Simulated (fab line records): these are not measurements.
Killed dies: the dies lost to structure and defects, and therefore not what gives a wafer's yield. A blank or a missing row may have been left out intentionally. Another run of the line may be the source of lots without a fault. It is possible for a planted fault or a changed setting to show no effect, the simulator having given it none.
Which tool is to blame? ; flow nand-harc ; Sampling: 12 lots, 36 wafers, 4 of 1302 route steps

## WHAT THE GAUGES SHOWED, per wafer
NHARC_P_M1_THK_MEAS_24: measures by xrf.
lot;measured;on;thk-nm (nm)
L075;day 6 19:55;film-metro-02;157.2 156.3 157.8
L077;day 7 09:58;film-metro-01;158.9 160.0 159.5
L080;day 8 18:23;film-metro-01;159.1 159.4 159.4
L081;day 9 09:31;film-metro-01;158.0 159.6 159.4
L083;day 10 18:27;film-metro-02;157.3 156.6 159.1
L085;day 11 03:25;film-metro-02;158.1 156.4 158.9
L087;day 11 14:44;film-metro-01;157.6 156.2 159.2
L089;day 13 00:32;film-metro-01;157.1 156.4 157.4
L091;day 13 10:11;film-metro-02;157.8 158.4 156.3
L093;day 14 05:16;film-metro-02;156.8 155.2 155.9
L095;day 14 23:51;film-metro-01;160.3 158.0 159.1
L097;day 16 00:32;film-metro-01;157.2 158.8 155.1

## TOOL THAT RAN EACH LOT (tool first, then ch and the chambers of the sampled wafers, then the start)
lot;NHARC_P_GATE_STRIP_76;NHARC_P_M0_CMP_23;NHARC_P_M0_DEP_32
L075;plasma-asher-01 ch 0,1, day 6 02:52;cmp-03 ch 0,1,2, day 6 14:59;pecvd-04 ch 0,2, day 6 16:01
L077;plasma-asher-02 ch 0,1, day 6 17:37;cmp-02 ch 0,2, day 7 05:35;pecvd-04 ch 1,2, day 7 06:11
L080;plasma-asher-02 ch 0,1, day 8 02:02;cmp-03 ch 0,1,3, day 8 13:55;pecvd-03 ch 0,2, day 8 14:35
L081;plasma-asher-02 ch 0,1, day 8 17:05;cmp-03 ch 0,1,2, day 9 05:05;pecvd-04 ch 0,1,2, day 9 05:43
L083;plasma-asher-02 ch 0,1, day 10 02:02;cmp-03 ch 0,2,3, day 10 13:52;pecvd-04 ch 0,1,2, day 10 14:29
L085;plasma-asher-02 ch 0,1, day 10 11:12;cmp-02 ch 0,1,2, day 10 23:04;pecvd-03 ch 0,2, day 10 23:44
L087;plasma-asher-02 ch 0,1, day 10 22:06;cmp-03 ch 1,3, day 11 10:15;pecvd-03 ch 1,2, day 11 10:58
L089;plasma-asher-01 ch 1, day 12 04:23;cmp-03 ch 1,3, day 12 20:09;pecvd-04 ch 0,1, day 12 20:49
L091;plasma-asher-02 ch 0,1, day 12 17:41;cmp-03 ch 0,1,2, day 13 05:54;pecvd-03 ch 0,1, day 13 06:31
L093;plasma-asher-01 ch 0,1, day 13 12:51;cmp-04 ch 1,2,3, day 14 00:47;pecvd-04 ch 0,1,2, day 14 01:25
L095;plasma-asher-01 ch 0,1, day 14 07:31;cmp-03 ch 1,3, day 14 19:23;pecvd-04 ch 0,2, day 14 20:05
L097;plasma-asher-02 ch 0,1, day 15 08:16;cmp-03 ch 0,1, day 15 20:11;pecvd-04 ch 0,1,2, day 15 20:49
- NHARC_P_GATE_STRIP_76: strips in O2.
- NHARC_P_M0_CMP_23: polishes, t overpolish 20 s, target thk 117.54 nm.
- NHARC_P_M0_DEP_32: deposits SiCN, target thk 30 nm.

## THE ANSWER, worked out from the rows above alone
Rule: usual is defined by the lots themselves. The widest of any qualifying gaps counts: lots, ordered by their means at a reading, are off when they make up no more than a third of the lots, leave a main group of 4 or more, and stand apart from it by 3 or more times the standard deviation of that group's means. The tables above print the reading to a certain number of digits; a main group whose means all agree to those digits is not used. Also off: a lot with no number at a reading for which 4 or more lots have one. The other lots that the step has rows for count as sound.
Nothing can be told from this: no lot is off at any reading shown.

## WHAT WAS PUT IN BY THE SIMULATOR
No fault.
